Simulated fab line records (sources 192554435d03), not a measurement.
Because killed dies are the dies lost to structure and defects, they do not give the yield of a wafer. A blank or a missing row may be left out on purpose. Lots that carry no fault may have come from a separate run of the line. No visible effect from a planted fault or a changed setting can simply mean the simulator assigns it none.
Which tool is to blame? :: flow n5_finfet :: 11 lots (29 wafers sampled), 1 step of a 1938-step route

## WHAT EACH GAUGE READ, for each wafer
N5_BEOL_M4_RC_MEAS_101.
lot: L124
measured: day 7 13:59
on: prober-01
DIBL_N (mV/V): 36.8 37.8 33.9
DIBL_P (mV/V): 38.7 39.0 34.3
IOFF_N (nA/um): 0.19 0.23 0.14
IOFF_P (nA/um): 0.25 0.27 0.17
ION_N (uA/um): 670 679 664
ION_P (uA/um): 461 460 451
SS_N (mV/dec): 72.3 72.1 71.3
SS_P (mV/dec): 75.0 74.4 72.5
VT_N (mV): 249 246 251
VT_P (mV): -249 -247 -252

lot: L125
measured: day 7 20:51
on: prober-02
DIBL_N (mV/V): 38.1 38.6 36.7
DIBL_P (mV/V): 39.5 39.0 37.9
IOFF_N (nA/um): 0.21 0.22 0.19
IOFF_P (nA/um): 0.28 0.29 0.28
ION_N (uA/um): 690 698 696
ION_P (uA/um): 475 479 477
SS_N (mV/dec): 71.5 71.9 71.7
SS_P (mV/dec): 73.1 73.1 72.5
VT_N (mV): 244 243 241
VT_P (mV): -245 -244 -243

lot: L128
measured: day 9 05:26
on: prober-02
DIBL_N (mV/V): 36.7 37.8 39.9
DIBL_P (mV/V): 36.8 38.5 39.8
IOFF_N (nA/um): 0.16 0.19 0.22
IOFF_P (nA/um): 0.21 0.25 0.29
ION_N (uA/um): 680 689 668
ION_P (uA/um): 463 465 458
SS_N (mV/dec): 71.6 72.7 73.3
SS_P (mV/dec): 72.6 73.0 74.1
VT_N (mV): 250 248 246
VT_P (mV): -251 -250 -246

lot: L130
measured: day 9 20:37
on: prober-02
DIBL_N (mV/V): 36.2 35.6
DIBL_P (mV/V): 37.4 36.6
IOFF_N (nA/um): 0.16 0.16
IOFF_P (nA/um): 0.22 0.21
ION_N (uA/um): 689 695
ION_P (uA/um): 470 473
SS_N (mV/dec): 71.4 72.0
SS_P (mV/dec): 73.9 73.1
VT_N (mV): 247 249
VT_P (mV): -248 -249

lot: L135
measured: day 10 21:37
on: prober-01
DIBL_N (mV/V): 39.5 35.7
DIBL_P (mV/V): 38.9 35.8
IOFF_N (nA/um): 0.24 0.16
IOFF_P (nA/um): 0.29 0.22
ION_N (uA/um): 695 697
ION_P (uA/um): 475 478
SS_N (mV/dec): 72.4 71.2
SS_P (mV/dec): 74.2 72.9
VT_N (mV): 243 247
VT_P (mV): -245 -246

lot: L140
measured: day 12 13:53
on: prober-02
DIBL_N (mV/V): 36.5 35.8 36.6
DIBL_P (mV/V): 36.2 36.9 37.4
IOFF_N (nA/um): 0.16 0.16 0.18
IOFF_P (nA/um): 0.21 0.22 0.25
ION_N (uA/um): 671 687 693
ION_P (uA/um): 456 474 472
SS_N (mV/dec): 71.4 71.8 72.0
SS_P (mV/dec): 73.0 73.5 73.6
VT_N (mV): 248 250 246
VT_P (mV): -249 -250 -247

lot: L141
measured: day 12 19:22
on: prober-01
DIBL_N (mV/V): 40.4 37.5 40.2
DIBL_P (mV/V): 43.3 37.7 42.0
IOFF_N (nA/um): 0.25 0.17 0.26
IOFF_P (nA/um): 0.38 0.23 0.35
ION_N (uA/um): 675 663 710
ION_P (uA/um): 465 453 484
SS_N (mV/dec): 72.9 72.1 71.9
SS_P (mV/dec): 75.2 72.9 74.2
VT_N (mV): 243 252 241
VT_P (mV): -243 -249 -239

lot: L142
measured: day 12 20:59
on: prober-02
DIBL_N (mV/V): 39.4 41.2
DIBL_P (mV/V): 38.5 40.6
IOFF_N (nA/um): 0.20 0.23
IOFF_P (nA/um): 0.23 0.26
ION_N (uA/um): 665 698
ION_P (uA/um): 451 469
SS_N (mV/dec): 71.8 72.2
SS_P (mV/dec): 73.0 73.4
VT_N (mV): 249 246
VT_P (mV): -250 -249

lot: L144
measured: day 13 00:13
on: prober-02
DIBL_N (mV/V): 37.6 36.1
DIBL_P (mV/V): 37.5 36.6
IOFF_N (nA/um): 0.20 0.19
IOFF_P (nA/um): 0.27 0.28
ION_N (uA/um): 715 697
ION_P (uA/um): 493 485
SS_N (mV/dec): 71.5 71.0
SS_P (mV/dec): 73.7 74.0
VT_N (mV): 246 247
VT_P (mV): -244 -242

lot: L146
measured: day 14 03:58
on: prober-01
DIBL_N (mV/V): 36.1 35.7 35.1
DIBL_P (mV/V): 36.7 36.4 36.8
IOFF_N (nA/um): 0.15 0.15 0.14
IOFF_P (nA/um): 0.20 0.21 0.21
ION_N (uA/um): 659 656 673
ION_P (uA/um): 448 452 461
SS_N (mV/dec): 71.9 71.4 72.2
SS_P (mV/dec): 72.8 73.3 73.0
VT_N (mV): 251 248 250
VT_P (mV): -252 -249 -252

lot: L147
measured: day 14 18:05
on: prober-02
DIBL_N (mV/V): 32.9 37.6 31.9
DIBL_P (mV/V): 33.6 38.6 32.6
IOFF_N (nA/um): 0.11 0.20 0.10
IOFF_P (nA/um): 0.19 0.29 0.18
ION_N (uA/um): 677 699 665
ION_P (uA/um): 477 483 468
SS_N (mV/dec): 70.8 72.1 71.5
SS_P (mV/dec): 72.6 74.1 72.6
VT_N (mV): 253 245 257
VT_P (mV): -247 -245 -248

## WHAT TOOL EACH LOT RAN ON (gives the tool, then ch and the chambers of the sampled wafers, and finally the start)
Record: no process step prior to these readings.

## WHAT THE TOOLS THEMSELVES READ (means of the sampled wafers that have a number; where no wafer has one, the mark that the record gives instead)
The record holds no such reading with a usual standard deviation.

## THE ANSWER, worked out from the rows above alone
Rule: usual is defined by the lots themselves. The widest of any qualifying gaps counts: lots, ordered by their means at a reading, are off when they make up no more than a third of the lots, leave a main group of 4 or more, and stand apart from it by 3 or more times the standard deviation of that group's means. A main group whose means are all the same, to the digits that the tables above print for the reading, isn't used. A lot without any number at a reading at which 4 lots or more have one is off too. The other lots that the step has rows for count as sound. The gauges are gone through in route order, then the tools' own readings, and for those a lot's mean is taken as printed above. The first step at which some lot is off is used, and at that step the reading that is off furthest; a lot without a number counts as furthest.
No lot is off at any reading shown: from this, nothing can be told.

## WHAT THE SIMULATOR HAD INSERTED
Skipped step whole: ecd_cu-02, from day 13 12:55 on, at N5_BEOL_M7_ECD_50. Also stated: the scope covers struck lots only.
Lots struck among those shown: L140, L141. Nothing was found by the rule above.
